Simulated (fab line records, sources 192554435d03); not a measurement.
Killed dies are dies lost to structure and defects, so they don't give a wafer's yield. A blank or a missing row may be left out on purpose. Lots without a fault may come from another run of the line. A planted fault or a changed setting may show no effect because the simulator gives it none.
fab line records | flow n5_finfet
record lots=7 wafers=39
route steps=1938 shown BEOL_M4@1070 BEOL_M6@1230 BEOL_M11@1575 BEOL_M14@1716
start_h: hours from the record's first day to the start of the lot's first wafer shown | wait_h: hours since the lot's step before | " the same as in the row above | L1.1+2: a row that stands for several wafers | - no value, or no start given | * or withheld: withheld | < > ~ a bound
route shown NAME@n: a module of which the file shows steps, and the number in the route of the first | usual: mean/standard deviation of fault-free wafers | same: alike in all rows | chamber/n: place in a boat | sites: the reading at each site | _std_site: their standard deviation | _edge_site: outer sites' mean less inner sites' | radius_mm: how far each site lies from the wafer's centre | mask NAME#n: copy n | behind: the tool/chamber that last shaped the wafer | hold: why the lot was held/for how many hours/how that ended | device: the transistor (n, p or np) that didn't switch | end of line: the same wafers' tests at the end of the route | a step without rows: its recipe alone | killed: dies lost to structure and defects at the first sort, not the wafer's yield | map: a wafer's dies, x killed, . not, _ none there
set.NAME: the setting as run; set.NAME@STEP: as run at that earlier step | model.NAME: the simulator's own value behind a step, which no gauge read
lots whose settings were changed on purpose; a table a step, a row a wafer
## steps
# step N5_BEOL_M4_TRENCH_ETCH_37
# recipe chemistry=C4F6/O2 target_depth_a=555.55 target=SiOC time_s=29.2 ion_energy_ev=250 pressure_mtorr=30 source_w=355 bias_w=185 Ar_flow_sccm=300 C4F6_flow_sccm=10 O2_flow_sccm=10
# columns lot.wafer tool chamber start_h wait_h set.target_depth_a model.BEOL_M4.feature_depth_nm model.etch.depth_nm model.TiN_of_BEOL_M4_HM_DEP_02.thk_nm
L086.1 rie_diel-03 0 - - 259.1 26 26.06 19.4
L086.2 " 2 " " 259.1 25.6 25.59 19.2
L086.3 " 3 " " 555.55 53.4 53.35 17.8
L086.4 " 1 " " 259.1 25.4 25.41 19.4
L086.5 " 1 " " 555.55 54 54 18
L086.6 " 2 " " 555.55 54.8 54.89 17.8
L085.1 rie_diel-02 3 - - 843.8 86.8 86.87 16.4
L085.2 " 2 " " 843.8 85 84.94 16.6
L085.3 " 1 " " 555.55 56.6 56.64 17.8
L085.4 " 0 " " 555.55 54.6 54.66 17.2
L085.5 " 2 " " 555.55 56 55.94 17.6
L085.6 " 1 " " 843.8 85.8 85.72 16.2
L087.1 rie_diel-02 3 - - 555.55 57.2 57.18 18
L087.2 " 1 " " 555.55 56.6 56.69 17.6
L087.3 " 2 " " 555.55 55.6 55.68 17.6
L087.4 " 0 " " 555.55 55.4 55.31 18
L087.5 " 3 " " 555.55 57.2 57.16 17.6
L087.6 " 0 " " 555.55 55 54.93 17.6
L089.1 rie_diel-02 1 - - 555.55 55.8 55.8 17
L089.2 " 2 " " 339.7 34.2 34.13 18.4
L089.3 " 3 " " 339.7 34.4 34.49 18.2
L089.4 " 0 " " 339.7 33.4 33.41 18
L089.5 " 0 " " 555.55 54.4 54.32 17.2
L089.6 " 1 " " 555.55 55.2 55.23 17.4
L092.1 rie_diel-04 3 - - 555.55 54.8 54.8 18
L092.3 " 1 " " 555.55 54.6 54.7 18
L092.5 " 3 " " 555.55 54.6 54.67 17.8
L094.1 rie_diel-04 2 - - 555.55 57.2 57.2 18
L094.2 " 0 " " 555.55 57 57.07 17.6
L094.3 " 1 " " 852 85 84.92 16.4
L094.4 " 3 " " 555.55 54.8 54.81 18
L094.5 " 1 " " 852 85 85.06 16.8
L094.6 " 0 " " 852 87.6 87.53 16.4
L095.1 rie_diel-02 1 - - 555.55 55.6 55.51 17.4
L095.2 " 0 " " 555.55 55.4 55.45 17.8
L095.3 " 3 " " 555.55 55.6 55.67 17.6
L095.4 " 2 " " 555.55 55.6 55.64 17.8
L095.5 " 1 " " 555.55 54.6 54.54 18
L095.6 " 2 " " 555.55 55.2 55.18 17.6
# step N5_BEOL_M4_ETCH_41
# recipe chemistry=CH3F/O2 target=SiCN target_depth_a=299 taper_deg=2 time_s=52.5 ion_energy_ev=120 mask_material=TiN pressure_mtorr=30 source_w=395 bias_w=75 Ar_flow_sccm=150 CH3F_flow_sccm=30 O2_flow_sccm=20
# step N5_BEOL_M4_STRIP_97
# recipe chemistry=N2/H2 time_s=10 power_w=450 temp_c=40 pressure_mtorr=20 rf_frequency_hz=6e+07 bias_power_w=7 n2_flow_sccm=200 h2_flow_sccm=200
# step N5_BEOL_M4_OCD_MEAS_38
# usual trench_depth_nm=55.6/1
# columns lot.wafer tool chamber start_h wait_h set.target_depth_a@BEOL_M4_TRENCH_ETCH_37 trench_depth_nm
L086.1 ocd-02 - 232.23 - 259.1 25.7
L086.2 " - " " 259.1 25.3
L086.3 " - " " 555.55 53.7
L086.4 " - " " 259.1 25.1
L086.5 " - " " 555.55 53.8
L086.6 " - " " 555.55 54.8
L085.1 ocd-02 - 235.93 - 843.8 86.9
L085.2 " - " " 843.8 84.6
L085.3 " - " " 555.55 56.3
L085.4 " - " " 555.55 54.6
L085.5 " - " " 555.55 55.6
L085.6 " - " " 843.8 85.9
L087.1 ocd-01 - 240.12 - 555.55 57.3
L087.2 " - " " 555.55 56.9
L087.3 " - " " 555.55 55.6
L087.4 " - " " 555.55 55.4
L087.5 " - " " 555.55 58.0
L087.6 " - " " 555.55 55.4
L089.1 ocd-01 - 257.56 - 555.55 54.8
L089.2 " - " " 339.7 34.5
L089.3 " - " " 339.7 34.3
L089.4 " - " " 339.7 33.5
L089.5 " - " " 555.55 54.2
L089.6 " - " " 555.55 55.6
L092.1 ocd-01 - 267.32 - 555.55 55.0
L092.3 " - " " 555.55 55.1
L092.5 " - " " 555.55 54.9
L094.1 ocd-01 - 285.18 - 555.55 57.3
L094.2 " - " " 555.55 57.3
L094.3 " - " " 852 85.0
L094.4 " - " " 555.55 55.0
L094.5 " - " " 852 84.9
L094.6 " - " " 852 87.6
L095.1 ocd-02 - 295.85 - 555.55 55.4
L095.2 " - " " 555.55 54.9
L095.3 " - " " 555.55 56.0
L095.4 " - " " 555.55 55.7
L095.5 " - " " 555.55 54.7
L095.6 " - " " 555.55 55.8
# step N5_BEOL_M4_HM_STRIP_39
# recipe chemistry=peroxide_tin_strip material=TiN target_depth_a=250 temp_c=50 time_s=158
# step N5_BEOL_M4_SRD_40
# recipe time_s=30 temp_c=23 rinse_liquid=diw dry=ipa_marangoni
# step N5_BEOL_M4_ECD_50
# recipe material=Cu target_thk_a=3000
# step N5_BEOL_M4_ANNEAL_51
# recipe temp_c=225 time_s=90 ambient=N2
# step N5_BEOL_M4_CMP_52
# recipe stop_on=SiOC t_overpolish_s=6.8 down_force_psi=1 platen_rpm=50 clearing_platen_down_force_psi=1.5 clearing_platen_rpm=50 post_cmp_clean=cu_alkaline target_thk_nm=40 clearing_platen_pad_velocity_m_s=0.99484 pad_velocity_m_s=0.99484
# columns lot.wafer tool chamber start_h wait_h set.target_depth_a@BEOL_M4_TRENCH_ETCH_37 model.Cu_of_BEOL_M4_ECD_50.thk_nm
L086.1 cmp-01 0 236.12 0.3 259.1 11.6
L086.2 " 1 " " 259.1 10.8
L086.3 " 2 " " 555.55 39
L086.4 " 3 " " 259.1 9.2
L086.5 " 0 " " 555.55 39.4
L086.6 " 1 " " 555.55 40.4
L085.2 cmp-03 1 239.30 0.2 843.8 67.2
L085.3 " 2 " " 555.55 40.2
L085.1 " 3 " " 843.8 72.4
L085.4 " 0 " " 555.55 37.8
L085.5 " 1 " " 555.55 39
L085.6 " 2 " " 843.8 68.6
L087.3 cmp-01 0 243.62 0.2 555.55 39.2
L087.2 " 1 " " 555.55 40.4
L087.1 " 2 " " 555.55 43
L087.4 " 3 " " 555.55 39.8
L087.5 " 0 " " 555.55 41.4
L087.6 " 1 " " 555.55 38.6
L089.1 cmp-03 3 261.03 0.4 555.55 43
L089.4 " 0 " " 339.7 18.8
L089.2 " 1 " " 339.7 18.6
L089.3 " 2 " " 339.7 20.4
L089.5 " 3 " " 555.55 41.4
L089.6 " 0 " " 555.55 40.6
L092.3 cmp-02 0 270.80 0.2 555.55 38.8
L092.1 " 1 " " 555.55 39
L092.5 " 0 " " 555.55 37.6
L094.3 cmp-03 3 288.57 0.2 852 70.4
L094.4+2 " 0,1 " " 555.55 39
L094.1 " 2 " " 555.55 41.4
L094.5 " 3 " " 852 70.6
L094.6 " 0 " " 852 72.4
L095.3 cmp-02 0 299.75 0.2 555.55 40.2
L095.4+2 " 1,2 " " 555.55 41
L095.1 " 3 " " 555.55 40.8
L095.5 " 0 " " 555.55 39.8
L095.6 " 1 " " 555.55 41.4
# step N5_BEOL_M4_THK_MEAS_53
# recipe thk_meas_gauge=xrf reads=Cu_of_BEOL_M4_ECD_50
# usual M4_THK=39.0/1.6
# columns lot.wafer tool chamber start_h wait_h set.target_depth_a@BEOL_M4_TRENCH_ETCH_37 M4_THK[nm]
L086.1 film_metro-01 - 236.42 - 259.1 11.3
L086.2 " - " " 259.1 10.5
L086.3 " - " " 555.55 38.0
L086.4 " - " " 259.1 9.0
L086.5 " - " " 555.55 38.2
L086.6 " - " " 555.55 39.4
L085.1 film_metro-01 - 239.60 - 843.8 70.9
L085.2 " - " " 843.8 66.0
L085.3 " - " " 555.55 39.6
L085.4 " - " " 555.55 37.4
L085.5 " - " " 555.55 38.4
L085.6 " - " " 843.8 67.4
L087.1 film_metro-01 - 243.92 - 555.55 42.2
L087.2 " - " " 555.55 39.6
L087.3 " - " " 555.55 38.3
L087.4 " - " " 555.55 39.1
L087.5 " - " " 555.55 40.6
L087.6 " - " " 555.55 37.7
L089.1 film_metro-02 - 261.32 - 555.55 42.6
L089.2 " - " " 339.7 18.3
L089.3 " - " " 339.7 20.2
L089.4 " - " " 339.7 18.5
L089.5 " - " " 555.55 41.2
L089.6 " - " " 555.55 39.9
L092.1 film_metro-01 - 271.10 - 555.55 38.0
L092.3 " - " " 555.55 37.8
L092.5 " - " " 555.55 36.5
L094.1 film_metro-02 - 288.87 - 555.55 40.6
L094.2 " - " " 555.55 38.2
L094.3 " - " " 852 68.6
L094.4 " - " " 555.55 38.0
L094.5 " - " " 852 69.2
L094.6 " - " " 852 70.7
L095.1 film_metro-01 - 300.05 - 555.55 39.9
L095.2 " - " " 555.55 40.2
L095.3 " - " " 555.55 39.3
L095.4 " - " " 555.55 40.1
L095.5 " - " " 555.55 39.1
L095.6 " - " " 555.55 40.7
# step N5_BEOL_M6_DESCUM_33
# recipe chemistry=O2 time_s=7 source_power_w=50 bias_power_w=20 pressure_mtorr=20 rf_frequency_hz=2.712e+07 temp_c=40 resist=CAR-EUV o2_flow_sccm=225
# columns lot.wafer tool chamber start_h wait_h set.time_s model.CAR-EUV_of_BEOL_M6_COAT_22.thk_nm
L086.1+5+6 rie_diel-03 3,1,0 255.73 0.6 11.02 24
L086.2+3 " 1,0 " " 7 26
L086.4 " 3 " " 7 25.8
L085.1+4 rie_diel-04 2,3 257.89 0.4 7 25.8
L085.2 " 3 " " 7 26
L085.3+5 " 1 " " 2.894 27.8
L085.6 " 2 " " 2.894 28
L087.1 rie_diel-04 1 265.44 0.0 8.085 25.4
L087.2+6 " 3 " " 7 26.2
L087.3+4 " 2 " " 8.085 25.6
L087.5 " 1 " " 7 26
L089.1+2+3+4+6 rie_diel-04 2,3,0,1,1 278.76 0.4 7 26.2
L089.5 " 0 " " 7 26
L092.1+3 rie_diel-02 3,2 290.30 0.0 7 26.2
L092.5 " 1 " " 7 26
L094.1+3+6 rie_diel-03 1,3,0 308.09 0.4 7 26
L094.2 " 0 " " 4.448 27.2
L094.4+5 " 2,1 " " 4.448 27.4
L095.1+2+3+4+5+6 rie_diel-04 0,2,3,2,3,0 315.28 0.0 7 26
# step N5_BEOL_M11_VIA_ETCH_34
# recipe chemistry=C4F6/O2 target=SiCOH_lowk target_depth_a=1845 mask_material=SOC taper_deg=4 time_s=69.2 ion_energy_ev=250 pressure_mtorr=30 source_w=345 bias_w=185 Ar_flow_sccm=300 C4F6_flow_sccm=10 O2_flow_sccm=10
# columns lot.wafer tool chamber start_h wait_h set.target_depth_a model.etch.depth_nm model.SOC_of_BEOL_M11_COAT_63.thk_nm
L086.1 rie_diel-01 1 299.24 0.0 2206 228.8 90
L086.2 " 0 " " 1845 183.8 92
L086.3 " 2 " " 2206 224.7 90.4
L086.4 " 3 " " 2206 221.4 90.4
L086.5 " 3 " " 1845 185.5 92.2
L086.6 " 0 " " 1845 182.3 92
L085.1 rie_diel-06 2 299.49 0.0 1845 182.4 92.6
L085.2 " 3 " " 2780 282.2 88.6
L085.3 " 0 " " 1845 178.2 92.6
L085.4 " 1 " " 1845 181.6 92.4
L085.5 " 2 " " 2780 271.4 88.6
L085.6 " 1 " " 2780 274.6 88.4
L087.1 rie_diel-06 0 307.76 0.0 1845 178 91.8
L087.2 " 3 " " 1845 187 91.6
L087.3 " 1 " " 1845 180.4 91.8
L087.4 " 2 " " 2831 280.8 87.2
L087.5 " 3 " " 2831 286.7 87.6
L087.6 " 2 " " 2831 282 87.4
L089.1 rie_diel-06 1 319.57 0.0 1845 180.4 92.4
L089.2 " 3 " " 1845 188.3 92
L089.3 " 0 " " 1845 177.7 92.6
L089.4 " 2 " " 1845 181.1 92.2
L089.5 " 1 " " 1845 180.7 92.6
L089.6 " 0 " " 1845 178.3 92.4
L092.1 rie_diel-05 3 329.86 0.0 1845 187.5 91.8
L092.3 " 0 " " 1845 183.9 91.8
L092.5 " 1 " " 1845 186.2 92.2
L094.1 rie_diel-05 2 348.46 0.0 1845 183.7 92
L094.2 " 0 " " 1845 184.3 92
L094.3 " 1 " " 1845 185 92
L094.4 " 3 " " 1845 189.3 91.4
L094.5 " 1 " " 1845 183 92.2
L094.6 " 0 " " 1845 184.4 91.8
L095.1 rie_diel-05 0 355.25 0.0 1845 187.5 92.6
L095.2 " 3 " " 1845 193.1 92.4
L095.3 " 1 " " 1845 188.5 92.6
L095.4 " 2 " " 1845 188.4 92.2
L095.5 " 0 " " 1845 186.4 92.6
L095.6 " 1 " " 1845 186.3 92.8
# step N5_BEOL_M14_ILD_DEP_00
# recipe material=SiO2 target_thk_a=11193 temp_c=400 precursor=TEOS/O2 pressure_torr=6.5 rf_w=900 teos_flow_sccm=161.4 gas=O2 flow_sccm=2650 time_s=237.4
# columns lot.wafer tool chamber start_h wait_h set.target_thk_a model.SiO2_of_BEOL_M14_ILD_DEP_00.thk_nm
L086.1+2 pecvd-02 1,0 311.49 0.0 11193 1112
L086.3 " 2 " " 11193 1087
L086.4+5 " 1,0 " " 11193 1121
L086.6 " 2 " " 11193 1109
L085.1 pecvd-03 1 316.19 0.0 11193 1120
L085.2 " 2 " " 13570 1345
L085.3 " 0 " " 11193 1112
L085.4+5 " 2,0 " " 13570 1372
L085.6 " 1 " " 11193 1124
L087.1 pecvd-01 1 323.50 0.0 11193 1115
L087.2 " 0 " " 11193 1117
L087.3 " 2 " " 11193 1101
L087.4 " 2 " " 11193 1126
L087.5 " 1 " " 11193 1140
L087.6 " 0 " " 11193 1135
L089.1 pecvd-03 1 336.32 0.0 11193 1128
L089.2 " 0 " " 11193 1139
L089.3 " 2 " " 11193 1135
L089.4+5 " 1,0 " " 11193 1141
L089.6 " 2 " " 11193 1144
L092.1 pecvd-03 0 345.35 0.0 11193 1097
L092.3 " 2 " " 11193 1109
L092.5 " 0 " " 11193 1126
L094.1 pecvd-01 0 367.04 0.0 11193 1113
L094.2 " 1 " " 11193 1120
L094.3 " 2 " " 11193 1116
L094.4 " 2 " " 11193 1121
L094.5 " 0 " " 11193 1127
L094.6 " 1 " " 11193 1134
L095.1 pecvd-02 1 368.34 0.0 8742 871.6
L095.2 " 0 " " 8742 867.8
L095.3 " 2 " " 11193 1096
L095.4 " 2 " " 11193 1106
L095.5 " 1 " " 11193 1141
L095.6 " 0 " " 8742 894.8
# step N5_BEOL_M14_THK_MEAS_01
# recipe reads=SiO2_of_BEOL_M14_ILD_DEP_00
# usual M14_ILD_THK=1119/16
# columns lot.wafer tool chamber start_h wait_h set.target_thk_a@BEOL_M14_ILD_DEP_00 M14_ILD_THK[nm]
L086.1 film_metro-01 - 311.68 0.1 11193 1113
L086.2 " - " " 11193 1111
L086.3 " - " " 11193 1087
L086.4 " - " " 11193 1121
L086.5 " - " " 11193 1122
L086.6 " - " " 11193 1109
L085.1 film_metro-02 - 316.37 0.1 11193 1119
L085.2 " - " " 13570 1345
L085.3 " - " " 11193 1112
L085.4 " - " " 13570 1372
L085.5 " - " " 13570 1371
L085.6 " - " " 11193 1124
L087.1 film_metro-02 - 323.68 0.1 11193 1115
L087.2 " - " " 11193 1118
L087.3 " - " " 11193 1101
L087.4 " - " " 11193 1126
L087.5 " - " " 11193 1141
L087.6 " - " " 11193 1135
L089.1 film_metro-01 - 336.51 0.1 11193 1128
L089.2 " - " " 11193 1139
L089.3 " - " " 11193 1135
L089.4 " - " " 11193 1141
L089.5 " - " " 11193 1141
L089.6 " - " " 11193 1145
L092.1 film_metro-01 - 345.54 0.1 11193 1097
L092.3 " - " " 11193 1109
L092.5 " - " " 11193 1125
L094.1 film_metro-01 - 367.23 0.1 11193 1113
L094.2 " - " " 11193 1120
L094.3 " - " " 11193 1116
L094.4 " - " " 11193 1121
L094.5 " - " " 11193 1128
L094.6 " - " " 11193 1133
L095.1 film_metro-02 - 368.53 0.1 8742 871
L095.2 " - " " 8742 868
L095.3 " - " " 11193 1095
L095.4 " - " " 11193 1105
L095.5 " - " " 11193 1142
L095.6 " - " " 8742 895
# step N5_BEOL_M14_COAT_58
# recipe resist=BARC temp_c=205 time_s=60 spin_rpm=1500 resist_thk_nm=89
# step N5_BEOL_M14_COAT_04
# recipe spin_rpm=1704 resist_thk_nm=800
# step N5_BEOL_M14_DESCUM_15
# recipe chemistry=O2 time_s=7.9 source_power_w=50 bias_power_w=20 pressure_mtorr=20 rf_frequency_hz=2.712e+07 temp_c=40 o2_flow_sccm=225
# step N5_BEOL_M14_ETCH_59
# recipe chemistry=N2/H2 target=BARC target_depth_a=890 overetch_a=267 time_s=67.9 ion_energy_ev=200 pressure_mtorr=30 source_w=840 bias_w=150 n2_flow_sccm=200 h2_flow_sccm=200
# step N5_BEOL_M14_VIA_ETCH_16
# recipe chemistry=C4F8/O2/Ar target=SiO2 he_inner_torr=15 he_outer_torr=30 target_depth_a=12313 time_s=withheld ion_energy_ev=800 pressure_mtorr=20 source_w=1905 bias_w=2040 Ar_flow_sccm=400 C4F8_flow_sccm=16 O2_flow_sccm=12 ends=cleared
# columns lot.wafer tool chamber start_h wait_h set.target_thk_a@BEOL_M14_ILD_DEP_00 model.etch.depth_nm model.coat_of_BEOL_M14_COAT_04.thk_nm
L086.1 rie_diel-04 3 312.48 0.0 11193 1112 458.8
L086.2 " 0 " " 11193 1112 460.4
L086.3 " 2 " " 11193 1087 456.8
L086.4 " 0 " " 11193 1121 459.6
L086.5 " 2 " " 11193 1121 448.8
L086.6 " 3 " " 11193 1109 459.2
L085.1 rie_diel-03 2 317.00 0.0 11193 1120 453
L085.2 " 3 " " 13570 1345 403.2
L085.3 " 1 " " 11193 1112 456.8
L085.4 " 0 " " 13570 1372 396.6
L085.5 " 1 " " 13570 1372 394.8
L085.6 " 2 " " 11193 1124 454
L087.1 rie_diel-03 0 324.53 0.0 11193 1115 455.8
L087.2 " 1 " " 11193 1117 453.4
L087.3 " 3 " " 11193 1101 462.4
L087.4 " 2 " " 11193 1126 453
L087.5 " 3 " " 11193 1140 452.6
L087.6 " 2 " " 11193 1135 449.2
L089.1 rie_diel-02 0 337.03 0.0 11193 1128 452.2
L089.2 " 2 " " 11193 1139 449.4
L089.3 " 3 " " 11193 1135 450
L089.4+5 " 1,0 " " 11193 1141 450
L089.6 " 3 " " 11193 1144 451.8
L092.1 rie_diel-04 3 346.02 0.0 11193 1097 462.2
L092.3 " 0 " " 11193 1109 462
L092.5 " 0 " " 11193 1126 458.8
L094.1 rie_diel-04 0 367.71 0.0 11193 1113 461.4
L094.2 " 3 " " 11193 1120 456
L094.3 " 1 " " 11193 1116 455.2
L094.4 " 2 " " 11193 1121 447.4
L094.5 " 3 " " 11193 1127 455.2
L094.6 " 0 " " 11193 1134 456.8
L095.1 rie_diel-03 0 369.01 0.0 8742 871.5 512.8
L095.2 " 3 " " 8742 867.9 515
L095.3 " 2 " " 11193 1096 460.6
L095.4 " 3 " " 11193 1106 460
L095.5 " 2 " " 11193 1141 448.8
L095.6 " 0 " " 8742 894.7 509.2
## key
split step=N5_BEOL_M4_TRENCH_ETCH_37 setting=target_depth_a stated=555.55 by=wafer
response step=N5_BEOL_M4_TRENCH_ETCH_37 reading=model.BEOL_M4.feature_depth_nm change=+0.553 per=1% r=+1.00
response step=N5_BEOL_M4_TRENCH_ETCH_37 reading=model.etch.depth_nm change=+0.553 per=1% r=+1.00
response step=N5_BEOL_M4_TRENCH_ETCH_37 reading=model.TiN_of_BEOL_M4_HM_DEP_02.thk_nm change=-0.025 per=1% r=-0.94
response step=N5_BEOL_M4_OCD_MEAS_38 reading=trench_depth_nm change=+0.553 per=1% r=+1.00
response step=N5_BEOL_M4_CMP_52 reading=model.Cu_of_BEOL_M4_ECD_50.thk_nm change=+0.573 per=1% r=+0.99
response step=N5_BEOL_M4_THK_MEAS_53 reading=M4_THK change=+0.559 per=1% r=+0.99
split step=N5_BEOL_M6_DESCUM_33 setting=time_s stated=7 by=wafer
response step=N5_BEOL_M6_DESCUM_33 reading=model.CAR-EUV_of_BEOL_M6_COAT_22.thk_nm change=-0.0345 per=1% r=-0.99
split step=N5_BEOL_M11_VIA_ETCH_34 setting=target_depth_a stated=1845 by=wafer
response step=N5_BEOL_M11_VIA_ETCH_34 reading=model.etch.depth_nm change=+1.9 per=1% r=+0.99
response step=N5_BEOL_M11_VIA_ETCH_34 reading=model.SOC_of_BEOL_M11_COAT_63.thk_nm change=-0.0809 per=1% r=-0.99
split step=N5_BEOL_M14_ILD_DEP_00 setting=target_thk_a stated=11193 by=wafer
response step=N5_BEOL_M14_ILD_DEP_00 reading=model.SiO2_of_BEOL_M14_ILD_DEP_00.thk_nm change=+11.1 per=1% r=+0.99
response step=N5_BEOL_M14_THK_MEAS_01 reading=M14_ILD_THK change=+11.1 per=1% r=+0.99
response step=N5_BEOL_M14_VIA_ETCH_16 reading=model.etch.depth_nm change=+11.1 per=1% r=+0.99
response step=N5_BEOL_M14_VIA_ETCH_16 reading=model.coat_of_BEOL_M14_COAT_04.thk_nm change=-2.6 per=1% r=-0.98
